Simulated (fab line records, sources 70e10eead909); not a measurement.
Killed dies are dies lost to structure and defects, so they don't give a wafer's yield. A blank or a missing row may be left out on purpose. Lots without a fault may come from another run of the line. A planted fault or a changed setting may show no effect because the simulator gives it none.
Which tool did it? | flow nand_harc | 6 lots, 18 wafers sampled, at 3 steps of a route of 1159

WHAT THE GAUGES READ, wafer by wafer
NHARC_P_GATE_CD_MEAS_26: target cd 120 nm.
lot  | measured     | on        | cd_nm (nm)
L147 | day 5 23:31  | cd_sem-03 | 120.4 120.8 119.6
L150 | day 6 17:22  | cd_sem-02 | 114.2 113.3 113.6
L159 | day 9 03:50  | cd_sem-02 | 120.6 119.5 120.0
L161 | day 9 03:41  | cd_sem-03 | 120.1 120.3 119.6
L164 | day 9 22:58  | cd_sem-03 | 119.9 120.0 120.0
L166 | day 10 10:13 | cd_sem-02 | 119.8 119.0 120.1

WHICH TOOL RAN EACH LOT (tool, then ch and the chambers of the sampled wafers, then the start)
lot  | NHARC_P_ZERO_WELL_DESCUM_39       | NHARC_P_GATE_EXPOSE_23
L147 | rie_diel-10 ch 2,3, day 2 16:09   | arfi_scanner-02 ch 0, day 5 23:22
L150 | rie_diel-10 ch 1,2,3, day 3 10:26 | arfi_scanner-02 ch 0, day 6 17:14
L159 | rie_diel-10 ch 2,3, day 5 16:29   | arfi_scanner-02 ch 0, day 9 03:41
L161 | rie_diel-05 ch 0,1,2, day 6 04:13 | arfi_scanner-03 ch 0, day 9 03:32
L164 | rie_diel-05 ch 0,2, day 6 22:04   | arfi_scanner-02 ch 0, day 9 22:49
L166 | rie_diel-10 ch 0,2, day 7 10:28   | arfi_scanner-02 ch 0, day 10 10:04
- NHARC_P_ZERO_WELL_DESCUM_39: chemistry O2, time 3 s.
- NHARC_P_GATE_EXPOSE_23: exposes mask P GATE, target cd 120 nm.

THE ANSWER, worked out from the rows above alone
Rule: what is usual is taken from the lots themselves. Put in order of their means at a reading, lots are off if they are a third of the lots or fewer, leave a main group of 4 or more, and stand apart from it by a gap of 3 or more times the standard deviation of the main group's means; of several such gaps the widest counts. A main group whose means are all the same, to the digits that the tables above print for the reading, isn't used. A lot without any number at a reading at which 4 lots or more have one is off too. The other lots that the step has rows for count as sound.
Off: L150, at NHARC_P_GATE_CD_MEAS_26 (cd_nm). The main group: mean 120.0 nm, standard deviation 0.2.
A tool fits if, at a process step before that reading, it ran every lot that is off, and no sound lot after the first of them. The gauges at NHARC_P_GATE_CD_MEAS_26 are tried like those tools. None of those tried fits.

WHAT THE SIMULATOR HAD PUT IN
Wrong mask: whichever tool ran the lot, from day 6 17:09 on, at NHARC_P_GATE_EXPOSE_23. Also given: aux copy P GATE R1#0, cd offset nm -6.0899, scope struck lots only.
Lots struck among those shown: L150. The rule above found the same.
